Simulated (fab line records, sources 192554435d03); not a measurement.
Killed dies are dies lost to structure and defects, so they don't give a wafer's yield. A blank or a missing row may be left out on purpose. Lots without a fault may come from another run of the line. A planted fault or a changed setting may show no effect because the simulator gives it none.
Which tool did it? | flow n5_finfet | 24 lots, 72 wafers sampled, at 5 steps of a route of 1938

WHAT THE GAUGES READ, wafer by wafer
N5_SD_ACTIVATION_INSPECT_02: inspects for defects (darkfield).
lot  | measured    | on                | raw_defect_count
L074 | day 3 11:03 | defect_inspect-01 | 145 132 117
L075 | day 3 16:57 | defect_inspect-02 | 136 172 159
L076 | day 3 22:58 | defect_inspect-01 | 218 173 182
L077 | day 4 04:31 | defect_inspect-02 | 168 251 217
L078 | day 4 10:29 | defect_inspect-02 | 160 170 138
L079 | day 4 17:39 | defect_inspect-02 | 233 208 172
L080 | day 5 03:13 | defect_inspect-01 | 173 105 180
L082 | day 5 10:38 | defect_inspect-01 | 187 261 182
L081 | day 5 10:49 | defect_inspect-01 | 210 239 221
L083 | day 5 17:16 | defect_inspect-02 | 121 118 167
L084 | day 5 22:59 | defect_inspect-02 | 135 184 159
L085 | day 6 09:05 | defect_inspect-01 | 233 181 122
L086 | day 6 12:23 | defect_inspect-02 | 170 229 185
L087 | day 6 18:41 | defect_inspect-02 | 162 159 177
L088 | day 6 20:44 | defect_inspect-02 | 165 191 213
L089 | day 7 05:53 | defect_inspect-02 | 227 281 186
L090 | day 7 13:06 | defect_inspect-01 | 310 179 195
L091 | day 7 18:37 | defect_inspect-01 | 175 163 220
L092 | day 7 23:38 | defect_inspect-01 | 151 157 167
L093 | day 8 06:58 | defect_inspect-02 | 141 143 171
L094 | day 8 11:14 | defect_inspect-02 | 171 182 198
L095 | day 8 19:56 | defect_inspect-01 | 149 124 129
L096 | day 8 23:44 | defect_inspect-02 | 165 172 254
L097 | day 9 06:17 | defect_inspect-02 | 134 212 141

N5_ILD0_THK_MEAS_08.
lot  | measured    | on            | thk_nm (nm)
L074 | day 3 14:33 | film_metro-01 | 139.9 140.0 139.5
L075 | day 3 20:10 | film_metro-02 | 139.1 139.7 139.2
L076 | day 4 01:59 | film_metro-01 | 141.5 139.4 141.4
L077 | day 4 07:58 | film_metro-01 | 140.1 139.9 140.7
L078 | day 4 13:31 | film_metro-01 | 139.4 139.6 139.8
L079 | day 4 20:40 | film_metro-01 | 139.7 138.8 139.9
L080 | day 5 06:26 | film_metro-01 | 140.0 137.2 139.5
L082 | day 5 13:47 | film_metro-02 | 138.7 138.4 138.8
L081 | day 5 13:56 | film_metro-01 | 140.5 139.7 139.0
L083 | day 5 20:18 | film_metro-02 | 139.1 139.6 140.5
L084 | day 6 02:21 | film_metro-02 | 139.6 140.6 139.0
L085 | day 6 13:18 | film_metro-01 | 140.7 139.6 139.9
L086 | day 6 15:34 | film_metro-02 | 137.7 138.5 139.2
L087 | day 6 22:07 | film_metro-01 | 140.2 138.6 140.0
L088 | day 6 23:46 | film_metro-02 | 139.6 141.2 141.4
L089 | day 7 09:20 | film_metro-01 | 139.5 137.9 139.0
L090 | day 7 16:27 | film_metro-01 | 140.9 139.6 139.4
L091 | day 7 22:07 | film_metro-02 | 140.0 140.8 141.0
L092 | day 8 02:40 | film_metro-01 | 139.0 140.0 138.3
L093 | day 8 09:59 | film_metro-01 | 138.6 139.8 139.3
L094 | day 8 15:47 | film_metro-01 | 139.9 141.0 141.0
L095 | day 8 22:59 | film_metro-02 | 139.3 140.3 139.7
L096 | day 9 03:37 | film_metro-02 | 140.1 139.6 140.8
L097 | day 9 09:18 | film_metro-02 | 138.2 139.9 141.0

N5_SDB_THK_MEAS_31.
lot  | measured    | on            | SDB_THK (nm)
L074 | day 3 22:15 | film_metro-01 | 62.9 62.9 63.1
L075 | day 4 04:12 | film_metro-01 | 63.9 64.3 65.2
L076 | day 4 09:37 | film_metro-01 | 63.8 64.1 64.4
L077 | day 4 16:11 | film_metro-01 | 63.2 64.3 64.5
L078 | day 4 21:53 | film_metro-01 | 64.4 64.2 64.3
L079 | day 5 04:21 | film_metro-02 | 63.6 65.7 64.0
L080 | day 5 14:34 | film_metro-01 | 65.0 62.7 63.6
L082 | day 5 21:18 | film_metro-01 | 65.1 65.7 64.9
L081 | day 5 21:31 | film_metro-01 | 62.8 64.4 65.6
L083 | day 6 04:08 | film_metro-01 | 65.4 64.4 66.2
L084 | day 6 11:13 | film_metro-01 | 63.5 64.3 64.4
L085 | day 6 21:53 | film_metro-02 | 62.9 63.9 64.2
L086 | day 6 23:13 | film_metro-02 | 66.0 64.8 66.0
L087 | day 7 06:50 | film_metro-01 | 65.0 65.8 65.3
L088 | day 7 07:47 | film_metro-02 | 66.5 64.8 65.7
L089 | day 7 17:24 | film_metro-01 | 66.0 65.0 65.4
L090 | day 8 00:20 | film_metro-01 | 65.0 65.7 65.7
L091 | day 8 05:55 | film_metro-02 | 64.0 62.4 61.9
L092 | day 8 10:45 | film_metro-02 | 64.2 64.1 65.0
L093 | day 8 18:29 | film_metro-02 | 63.5 62.3 63.2
L094 | day 8 23:59 | film_metro-01 | 64.2 64.5 64.9
L095 | day 9 07:23 | film_metro-02 | 64.8 64.6 63.8
L096 | day 9 11:16 | film_metro-02 | 65.0 65.4 64.0
L097 | day 9 16:49 | film_metro-02 | 63.9 64.1 64.9

WHICH TOOL RAN EACH LOT (tool, then ch and the chambers of the sampled wafers, then the start)
lot  | N5_ILD0_CMP_12               | N5_SDB_STRIP_22
L074 | cmp-04 ch 1,2, day 3 17:33   | plasma_asher-01 ch 0,1, day 3 18:39
L075 | cmp-02 ch 0,1,3, day 3 23:04 | plasma_asher-01 ch 0,1, day 4 00:41
L076 | cmp-04 ch 0,2,3, day 4 04:57 | plasma_asher-01 ch 0,1, day 4 06:07
L077 | cmp-01 ch 0,1, day 4 11:30   | plasma_asher-01 ch 0,1, day 4 12:40
L078 | cmp-01 ch 0,3, day 4 16:26   | plasma_asher-01 ch 0, day 4 17:38
L079 | cmp-04 ch 0,1,3, day 4 23:37 | plasma_asher-02 ch 1, day 5 00:50
L080 | cmp-04 ch 0,2,3, day 5 09:20 | plasma_asher-02 ch 0,1, day 5 10:49
L082 | cmp-04 ch 0,1,2, day 5 16:44 | plasma_asher-01 ch 1, day 5 17:47
L081 | cmp-04 ch 0,1,3, day 5 17:00 | plasma_asher-02 ch 0,1, day 5 18:03
L083 | cmp-04 ch 2,3, day 5 23:24   | plasma_asher-01 ch 0,1, day 6 00:37
L084 | cmp-02 ch 0,2,3, day 6 05:17 | plasma_asher-01 ch 0,1, day 6 07:32
L085 | cmp-02 ch 0,1,3, day 6 16:13 | plasma_asher-01 ch 0,1, day 6 17:34
L086 | cmp-04 ch 0,2, day 6 18:29   | plasma_asher-01 ch 0,1, day 6 19:41
L087 | cmp-04 ch 0,1, day 7 01:43   | plasma_asher-02 ch 0, day 7 02:58
L088 | cmp-04 ch 1,2, day 7 02:45   | plasma_asher-02 ch 0,1, day 7 03:57
L089 | cmp-04 ch 0,2, day 7 12:28   | plasma_asher-02 ch 0,1, day 7 13:53
L090 | cmp-01 ch 0,1,2, day 7 19:22 | plasma_asher-02 ch 0,1, day 7 20:37
L091 | cmp-02 ch 0,1,2, day 8 01:07 | plasma_asher-02 ch 1, day 8 02:14
L092 | cmp-02 ch 1,2,3, day 8 05:43 | plasma_asher-02 ch 0,1, day 8 07:14
L093 | cmp-04 ch 0,3, day 8 13:43   | plasma_asher-01 ch 0,1, day 8 14:58
L094 | cmp-01 ch 1,2, day 8 18:46   | plasma_asher-01 ch 0,1, day 8 20:04
L095 | cmp-01 ch 0,2,3, day 9 02:05 | plasma_asher-01 ch 0,1, day 9 03:52
L096 | cmp-01 ch 1,3, day 9 06:35   | plasma_asher-01 ch 0,1, day 9 07:47
L097 | cmp-02 ch 0,3, day 9 12:15   | plasma_asher-02 ch 0,1, day 9 13:20
- N5_ILD0_CMP_12: polishes SiNx, stops on poly-Si, t overpolish 6 s, target thk 17.67 nm.
- N5_SDB_STRIP_22: strips in N2/H2.

WHAT THE TOOLS THEMSELVES READ (means of the sampled wafers that have a number; where no wafer has one, the mark that the record gives instead)
N5_ILD0_CMP_12.
lot  | tool   | motor_current_A (A) | overpolish_run_s (s) | time_to_endpoint_s (s)
L074 | cmp-04 | 9.5                 | 5.993                | 29.6
L075 | cmp-02 | 9.3                 | 6.007                | 31.7
L076 | cmp-04 | 8.2                 | 6.003                | 33.5
L077 | cmp-01 | 9.0                 | 6.010                | 31.9
L078 | cmp-01 | 7.7                 | 5.994                | 31.2
L079 | cmp-04 | 8.4                 | 5.997                | 30.9
L080 | cmp-04 | 8.2                 | 5.997                | 27.1
L082 | cmp-04 | 8.7                 | 5.998                | 28.4
L081 | cmp-04 | 8.5                 | 6.003                | 29.4
L083 | cmp-04 | 8.9                 | 6.010                | 29.6
L084 | cmp-02 | 9.7                 | 6.002                | 31.0
L085 | cmp-02 | 9.4                 | 5.998                | 31.1
L086 | cmp-04 | 9.0                 | 6.000                | 29.6
L087 | cmp-04 | 8.3                 | 6.001                | 29.2
L088 | cmp-04 | 9.2                 | 5.999                | 27.2
L089 | cmp-04 | 8.7                 | 5.999                | 29.1
L090 | cmp-01 | 7.8                 | 6.000                | 29.5
L091 | cmp-02 | 10.1                | 5.997                | 31.0
L092 | cmp-02 | 10.1                | 6.005                | 30.8
L093 | cmp-04 | 7.8                 | 6.002                | 30.5
L094 | cmp-01 | 8.6                 | 5.997                | 26.6
L095 | cmp-01 | 7.8                 | 5.996                | 30.8
L096 | cmp-01 | 9.2                 | 6.002                | 30.6
L097 | cmp-02 | 9.7                 | 6.006                | 32.7

N5_SDB_STRIP_22.
lot  | tool            | drypump_motor_current_A (A) | heater_power_w (W) | oes_product_au (a.u.) | strip_time_to_endpoint_s (s) | temp_c (C)
L074 | plasma_asher-01 | 6.1                         | 327                | 0.716                 | 96.0                         | 250.02
L075 | plasma_asher-01 | 6.0                         | 324                | 0.717                 | 96.3                         | 249.96
L076 | plasma_asher-01 | 6.1                         | 325                | 0.715                 | 96.0                         | 250.05
L077 | plasma_asher-01 | 6.2                         | 326                | 0.718                 | 95.5                         | 250.14
L078 | plasma_asher-01 | 5.9                         | 320                | 0.717                 | 95.8                         | 249.78
L079 | plasma_asher-02 | 5.6                         | 300                | 0.712                 | 96.2                         | 249.96
L080 | plasma_asher-02 | 5.9                         | 316                | 0.726                 | 96.1                         | 250.12
L082 | plasma_asher-01 | 6.3                         | 330                | 0.718                 | 96.8                         | 250.06
L081 | plasma_asher-02 | 5.9                         | 315                | 0.716                 | 96.5                         | 250.00
L083 | plasma_asher-01 | 6.0                         | 327                | 0.718                 | 96.9                         | 249.92
L084 | plasma_asher-01 | 6.0                         | 329                | 0.718                 | 96.1                         | 250.01
L085 | plasma_asher-01 | 6.0                         | 331                | 0.712                 | 96.0                         | 250.03
L086 | plasma_asher-01 | 6.1                         | 331                | 0.717                 | 97.1                         | 249.90
L087 | plasma_asher-02 | 6.4                         | 345                | 0.716                 | 96.6                         | 249.83
L088 | plasma_asher-02 | 5.9                         | 317                | 0.711                 | 96.2                         | 250.10
L089 | plasma_asher-02 | 6.2                         | 334                | 0.713                 | 96.1                         | 250.04
L090 | plasma_asher-02 | 5.9                         | 316                | 0.714                 | 96.6                         | 249.89
L091 | plasma_asher-02 | 5.6                         | 301                | 0.719                 | 96.1                         | 249.99
L092 | plasma_asher-02 | 6.1                         | 327                | 0.713                 | 96.2                         | 249.95
L093 | plasma_asher-01 | 6.0                         | 327                | 0.711                 | 96.6                         | 250.00
L094 | plasma_asher-01 | 6.1                         | 324                | 0.714                 | 96.4                         | 249.77
L095 | plasma_asher-01 | 6.0                         | 326                | 0.714                 | 96.0                         | 250.24
L096 | plasma_asher-01 | 6.1                         | 326                | 0.711                 | 96.0                         | 250.23
L097 | plasma_asher-02 | 6.1                         | 322                | 0.719                 | 96.6                         | 250.04

THE ANSWER, worked out from the rows above alone
Rule: what is usual is taken from the lots themselves. Put in order of their means at a reading, lots are off if they are a third of the lots or fewer, leave a main group of 4 or more, and stand apart from it by a gap of 3 or more times the standard deviation of the main group's means; of several such gaps the widest counts. A main group whose means are all the same, to the digits that the tables above print for the reading, isn't used. A lot without any number at a reading at which 4 lots or more have one is off too. The other lots that the step has rows for count as sound. The gauges are gone through in route order, then the tools' own readings, and for those a lot's mean is taken as printed above. The first step at which some lot is off is used, and at that step the reading that is off furthest; a lot without a number counts as furthest.
No lot is off at any reading shown: from this, nothing can be told.

WHAT THE SIMULATOR HAD PUT IN
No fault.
